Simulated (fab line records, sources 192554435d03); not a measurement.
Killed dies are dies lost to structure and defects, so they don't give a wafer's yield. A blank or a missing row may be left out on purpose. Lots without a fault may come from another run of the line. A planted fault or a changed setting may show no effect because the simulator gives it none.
Which tool did it? | flow n5_finfet | 24 lots, 72 wafers sampled, at 3 steps of a route of 1938

WHAT THE GAUGES READ, wafer by wafer
N5_BEOL_M3_RS_MEAS_58: measures by four-point-probe. Usual: M3_RS 0.67 ohm/sq, standard deviation 0.035.
lot  | measured     | on            | M3_RS (ohm/sq) | flag
L074 | day 7 23:10  | film_metro-01 | 0.67 0.67 0.66 |
L075 | day 8 20:01  | film_metro-02 | 0.68 0.66 0.67 |
L076 | day 9 00:19  | film_metro-01 | 0.71 0.65 0.66 |
L077 | day 9 06:16  | film_metro-02 | 0.64 0.62 0.67 |
L078 | day 9 06:35  | film_metro-02 | 0.67 0.67 0.62 |
L079 | day 9 10:30  | film_metro-01 | 0.78 0.67 0.73 |
L082 | day 10 11:07 | film_metro-01 | 0.64 0.64 0.64 |
L083 | day 10 13:19 | film_metro-02 | 0.67 0.64 0.62 |
L081 | day 10 16:26 | film_metro-01 | 0.69 0.65 0.66 |
L080 | day 11 07:38 | film_metro-02 | 0.66 0.68 0.67 |
L084 | day 11 10:11 | film_metro-01 | 0.69 0.61 0.66 |
L085 | day 11 15:22 | film_metro-01 | 0.67 0.68 0.67 |
L088 | day 11 18:06 | film_metro-02 | 0.68 0.72 0.65 |
L087 | day 12 03:58 | film_metro-01 | 0.78 0.74 0.68 |
L086 | day 12 16:17 | film_metro-01 | 0.65 0.65 0.67 |
L089 | day 12 21:32 | film_metro-01 | 0.79 0.70 0.64 |
L091 | day 13 04:13 | film_metro-02 | 0.66 0.69 0.61 |
L090 | day 13 08:26 | film_metro-01 | 0.67 0.65 0.66 |
L093 | day 13 18:40 | film_metro-02 | 0.72 0.71 0.65 |
L092 | day 13 20:31 | film_metro-02 | 0.63 0.62 0.62 |
L094 | day 14 09:32 | film_metro-02 | 0.68 0.67 0.62 |
L096 | day 14 10:20 | film_metro-02 | 0.70 0.64 0.64 |
L095 | day 14 14:29 | film_metro-01 | 0.68 0.64 0.70 |
L097 | day 14 14:44 | film_metro-02 | 0.68 0.68 0.71 |

N5_BEOL_M4_INSPECT_13: inspects for defects (brightfield). Usual: raw_defect_count 432, standard deviation 97.
lot  | measured     | on                | raw_defect_count | flag
L074 | day 8 00:05  | defect_inspect-02 | 462 613 393      |
L075 | day 8 21:19  | defect_inspect-02 | 407 492 528      |
L076 | day 9 01:13  | defect_inspect-02 | 440 430 426      |
L077 | day 9 07:35  | defect_inspect-02 | 547 393 337      |
L078 | day 9 10:20  | defect_inspect-02 | 274 340 321      |
L079 | day 9 12:00  | defect_inspect-02 | 559 495 462      |
L082 | day 10 12:33 | defect_inspect-02 | 540 388 599      |
L083 | day 10 16:49 | defect_inspect-02 | 507 471 402      |
L081 | day 10 17:35 | defect_inspect-02 | 449 711 526      |
L080 | day 11 10:10 | defect_inspect-02 | 321 318 426      |
L084 | day 11 11:44 | defect_inspect-02 | 431 480 311      |
L085 | day 11 17:31 | defect_inspect-02 | 508 587 353      |
L088 | day 11 20:52 | defect_inspect-02 | 434 506 540      |
L087 | day 12 05:22 | defect_inspect-02 | 547 330 480      |
L086 | day 12 19:14 | defect_inspect-02 | 413 311 538      |
L089 | day 13 00:09 | defect_inspect-01 | 450 396 492      |
L091 | day 13 05:18 | defect_inspect-01 | 456 384 412      |
L090 | day 13 09:30 | defect_inspect-01 | 298 378 369      |
L093 | day 13 20:01 | defect_inspect-02 | 451 448 407      |
L092 | day 14 01:14 | defect_inspect-02 | 443 288 466      |
L094 | day 14 11:03 | defect_inspect-02 | 356 296 421      |
L096 | day 14 11:45 | defect_inspect-01 | 408 319 362      |
L095 | day 14 17:11 | defect_inspect-02 | 390 368 366      |
L097 | day 14 17:24 | defect_inspect-02 | 372 414 611      |

WHICH TOOL RAN EACH LOT (tool, then ch and the chambers of the sampled wafers, then the start)
lot  | N5_BEOL_M3_DEP_57
L074 | pecvd-02 ch 1,2, day 7 23:05
L075 | pecvd-02 ch 0,1, day 8 19:57
L076 | pecvd-02 ch 0,2, day 9 00:15
L077 | pecvd-04 ch 0,2, day 9 06:11
L078 | pecvd-02 ch 1,2, day 9 06:31
L079 | pecvd-04 ch 0,1,2, day 9 10:26
L082 | pecvd-02 ch 0,1, day 10 11:01
L083 | pecvd-04 ch 0,1, day 10 13:15
L081 | pecvd-04 ch 0,2, day 10 16:22
L080 | pecvd-04 ch 0,2, day 11 07:34
L084 | pecvd-02 ch 0,1,2, day 11 10:07
L085 | pecvd-02 ch 0,2, day 11 15:19
L088 | pecvd-02 ch 0,1,2, day 11 18:02
L087 | pecvd-01 ch 0,1,2, day 12 03:54
L086 | pecvd-04 ch 1,2, day 12 16:13
L089 | pecvd-01 ch 0,2, day 12 21:28
L091 | pecvd-04 ch 1,2, day 13 04:08
L090 | pecvd-04 ch 0,1,2, day 13 08:22
L093 | pecvd-04 ch 0,1, day 13 18:36
L092 | pecvd-02 ch 0,2, day 13 20:26
L094 | pecvd-02 ch 0,2, day 14 09:28
L096 | pecvd-02 ch 0,2, day 14 10:15
L095 | pecvd-04 ch 0,1,2, day 14 14:25
L097 | pecvd-02 ch 0,2, day 14 14:40
- N5_BEOL_M3_DEP_57: deposits SiCN from 3MS/NH3, target thk 8 nm, time 14 s.

WHAT THE TOOLS THEMSELVES READ (means of the sampled wafers that have a number; where no wafer has one, the mark that the record gives instead)
N5_BEOL_M3_DEP_57. Usual: showerhead_plenum_p_Torr 3.671 Torr, standard deviation 0.017; throttle_valve_pct 9.3 %, standard deviation 0.8.
lot  | tool     | showerhead_plenum_p_Torr (Torr) | throttle_valve_pct (%) | flag
L074 | pecvd-02 | 3.677                           | 9.0                    |
L075 | pecvd-02 | 3.673                           | 9.3                    |
L076 | pecvd-02 | 3.677                           | 8.9                    |
L077 | pecvd-04 | 3.668                           | 9.2                    |
L078 | pecvd-02 | 3.670                           | 9.3                    |
L079 | pecvd-04 | 3.666                           | 9.9                    |
L082 | pecvd-02 | 3.672                           | 9.2                    |
L083 | pecvd-04 | 3.681                           | 9.8                    |
L081 | pecvd-04 | 3.657                           | 9.0                    |
L080 | pecvd-04 | 3.656                           | 9.1                    |
L084 | pecvd-02 | 3.674                           | 9.0                    |
L085 | pecvd-02 | 3.682                           | 8.7                    |
L088 | pecvd-02 | 3.679                           | 8.9                    |
L087 | pecvd-01 | 3.660                           | 9.0                    |
L086 | pecvd-04 | 3.658                           | 10.3                   |
L089 | pecvd-01 | 3.663                           | 9.2                    |
L091 | pecvd-04 | 3.649                           | 9.6                    |
L090 | pecvd-04 | 3.669                           | 9.7                    |
L093 | pecvd-04 | 3.687                           | 9.9                    |
L092 | pecvd-02 | 3.681                           | 8.5                    |
L094 | pecvd-02 | 3.681                           | 8.5                    |
L096 | pecvd-02 | 3.685                           | 8.7                    |
L095 | pecvd-04 | 3.668                           | 9.7                    |
L097 | pecvd-02 | 3.681                           | 8.6                    |

THE ANSWER, worked out from the rows above alone
Rule: a lot is off if the mean of its wafers that have a number lies more than 3 standard deviations from the usual mean. A lot without any number at a reading at which 4 lots or more have one is off too. The other lots that the step has rows for count as sound. The gauges are gone through in route order, then the tools' own readings, and for those a lot's mean is taken as printed above. The first step at which some lot is off is used, and at that step the reading that is off furthest; a lot without a number counts as furthest.
No lot is off at any reading shown: from this, nothing can be told.

WHAT THE SIMULATOR HAD PUT IN
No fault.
